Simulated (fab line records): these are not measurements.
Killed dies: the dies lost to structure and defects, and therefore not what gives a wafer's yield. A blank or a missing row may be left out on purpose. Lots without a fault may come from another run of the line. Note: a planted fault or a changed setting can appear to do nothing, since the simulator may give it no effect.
Matching of chambers + flow nand harc + 4 sister chambers for NHARC_A_STAIRCASE_CMP_472 on cmp-02
The step polishes SiO2. 8 wafers are shown with their chamber, then 8 later ones without.

WAFERS, EACH WITH ITS CHAMBER
| wafer  | chamber | motor current A (A) |
|--------|---------|---------------------|
| L082.6 | 2       | 10.8                |
| L080.1 | 1       | 11.6                |
| L081.4 | 3       | 11.4                |
| L081.6 | 1       | 12.1                |
| L086.2 | 0       | 11.4                |
| L086.3 | 2       | 10.1                |
| L086.4 | 3       | 11.4                |
| L090.1 | 0       | 11.8                |

WAFERS WITHOUT THEIR CHAMBER
| wafer  | motor current A (A) |
|--------|---------------------|
| L090.3 | 11.2                |
| L090.6 | 10.7                |
| L092.2 | 10.8                |
| L092.3 | 13.0                |
| L092.5 | 10.6                |
| L095.1 | 11.0                |
| L095.2 | 12.2                |
| L095.4 | 11.0                |

WHICH CHAMBER EACH WENT THROUGH
| wafer  | from the rows above               | in truth |
|--------|-----------------------------------|----------|
| L090.3 | can't be placed: 3 or 0 or 1 or 2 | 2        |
| L090.6 | can't be placed: 2 or 3 or 0      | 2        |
| L092.2 | can't be placed: 2 or 3 or 0      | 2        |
| L092.3 | can't be placed: 1 or 0 or 3      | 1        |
| L092.5 | can't be placed: 2 or 3           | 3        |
| L095.1 | can't be placed: 3 or 2 or 0 or 1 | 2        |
| L095.2 | can't be placed: 1 or 0 or 3      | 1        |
| L095.4 | can't be placed: 3 or 2 or 0 or 1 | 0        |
Correct placement for 0 of the 8. Unplaceable from these rows: 8, with the true chamber sitting among the candidates in 8. Wrongly placed: 0.
How it was worked out, from the rows above alone: a wafer's distance from a chamber is the root of the sum, over the readings, of the square of ((its reading less the chamber's mean) divided by the reading's scatter). If the next closest chamber is less than 2 further off than the closest, the wafer can't be placed; otherwise it belongs to the closest. For every chamber, the mean is computed from those of its wafers that are shown. The scatter: the root of (the sum of the squares of (reading less its chamber's mean) over the shown wafers, divided by (wafers less chambers)).
